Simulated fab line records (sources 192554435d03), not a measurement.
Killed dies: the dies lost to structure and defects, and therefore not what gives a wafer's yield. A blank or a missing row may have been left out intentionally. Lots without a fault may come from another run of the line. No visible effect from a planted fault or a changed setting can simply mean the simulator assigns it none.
Split-lot study + flow n5_finfet + 21 wafers read from 7 lots, route of 1938 steps

== ABOUT THE SPLIT ==
At N5_BEOL_M9_ILD_DEP_00 (deposits SiCOH lowk from DEMS/porogen, target thk 308.51 nm, time 58 s), the setting time_s was moved away from the recipe's 58 s on 5 of the 21 wafers read, by -13.0% to +11.0%. All remaining wafers had this setting at the recipe value.

== THE PATH FROM SPLIT TO READING: the file shows 1 step between them ==
- N5_BEOL_M9_CURE_71: cures SiCOH lowk, time 240 s

== THE READING ==
M9_ILD_THK (nm), taken at N5_BEOL_M9_THK_MEAS_01. Fault-free wafers of this fab line usually give 267 nm, standard deviation 3.2 nm.

| wafer  | tool, chamber at the split | time_s as run, s | against the recipe | M9_ILD_THK, nm | against lot-mates on the recipe |
|--------|----------------------------|------------------|--------------------|----------------|---------------------------------|
| L077.1 | pecvd-03, 2                | 58               | recipe             | 265            | -                               |
| L077.4 | pecvd-03, 0                | 58               | recipe             | 270            | -                               |
| L077.5 | pecvd-03, 1                | 58               | recipe             | 269            | -                               |
| L075.2 | pecvd-01, 1                | 50.89            | -12.3%             | 235            | -32                             |
| L075.3 | pecvd-01, 0                | 58               | recipe             | 263            | -                               |
| L075.6 | pecvd-01, 2                | 58               | recipe             | 270            | -                               |
| L082.2 | pecvd-04, 2                | 50.45            | -13.0%             | 232            | -37                             |
| L082.4 | pecvd-04, 0                | 50.45            | -13.0%             | 235            | -34                             |
| L082.5 | pecvd-04, 2                | 58               | recipe             | 269            | -                               |
| L083.2 | pecvd-01, 1                | 58               | recipe             | 268            | -                               |
| L083.3 | pecvd-01, 0                | 58               | recipe             | 262            | -                               |
| L083.6 | pecvd-01, 0                | 64.39            | +11.0%             | 295            | +30                             |
| L088.1 | pecvd-04, 2                | 58               | recipe             | 263            | -                               |
| L088.2 | pecvd-04, 1                | 58               | recipe             | 267            | -                               |
| L088.6 | pecvd-04, 0                | 58               | recipe             | 272            | -                               |
| L089.1 | pecvd-01, 2                | 58               | recipe             | 269            | -                               |
| L089.3 | pecvd-01, 0                | 58               | recipe             | 265            | -                               |
| L089.4 | pecvd-01, 0                | 52.57            | -9.4%              | 247            | -20                             |
| L097.2 | pecvd-03, 2                | 58               | recipe             | 268            | -                               |
| L097.4 | pecvd-03, 2                | 58               | recipe             | 270            | -                               |
| L097.5 | pecvd-03, 1                | 58               | recipe             | 271            | -                               |

FIT RESULTS
A straight line over all 21 wafers: M9_ILD_THK changes by +2.55 nm for each +1% of time_s; r = +0.98; the points scatter about the line by 2.9 nm.
The same after taking each lot's own level away (the mean of its wafers on the recipe; 21 wafers): +2.63 nm for each +1%; r = +0.98; scatter 2.7 nm.
According to that fit, moving time_s by its largest amount changes the reading by 34 nm.
Measured against the standard deviation above, the lots' own levels, which go from 265.0 to 269.7 nm, span 1.5 times it.
So the lot-to-lot level changes the slope little: the two slopes agree.
Check: for one of the wafers moved furthest among these (-13.0%), held out of the fit, the line's prediction against its lot-mates is -33 nm. Against them it came out at -37 nm.

== FURTHER SPLITS ON THESE WAFERS ==
These wafers also went through other splits before the reading. Each is held against what the fit with the lots' levels taken away leaves over:
| other split on the same wafers    | wafers away from the commonest value | r with M9_ILD_THK (lot level and that fit taken away) |
|-----------------------------------|--------------------------------------|-------------------------------------------------------|
| N5_BEOL_M7_HM_DEP_02 target_thk_a | 5                                    | -0.32                                                 |
| N5_BEOL_M8_ILD_DEP_00 time_s      | 6                                    | +0.09                                                 |
| N5_BEOL_M8_HM_DEP_02 target_thk_a | 9                                    | +0.06                                                 |

== THE WHOLE CHAIN: every reading that the file lists as answering this split, in the file's order ==
| step                   | what it does                                                           | reading                                                                                  | change (the file's fit)              | r (the file's) |
|------------------------|------------------------------------------------------------------------|------------------------------------------------------------------------------------------|--------------------------------------|----------------|
| N5_BEOL_M9_ILD_DEP_00  | deposits SiCOH lowk from DEMS/porogen, target thk 308.51 nm, time 58 s | SiCOH_lowk_of_BEOL_M9_ILD_DEP_00.thk_nm (the simulator's own value, which no gauge read) | +2.9 nm for each +1% of the setting  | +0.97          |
| N5_BEOL_M9_CURE_71     | cures SiCOH lowk, time 240 s                                           | SiCOH_lowk_of_BEOL_M9_ILD_DEP_00.thk_nm (the simulator's own value, which no gauge read) | +2.57 nm for each +1% of the setting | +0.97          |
| N5_BEOL_M9_THK_MEAS_01 |                                                                        | M9_ILD_THK                                                                               | +2.57 for each +1% of the setting    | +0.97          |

== THE FILE'S OWN FIT ==
M9_ILD_THK changes by +2.57 nm for each +1% of time_s, r = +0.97.
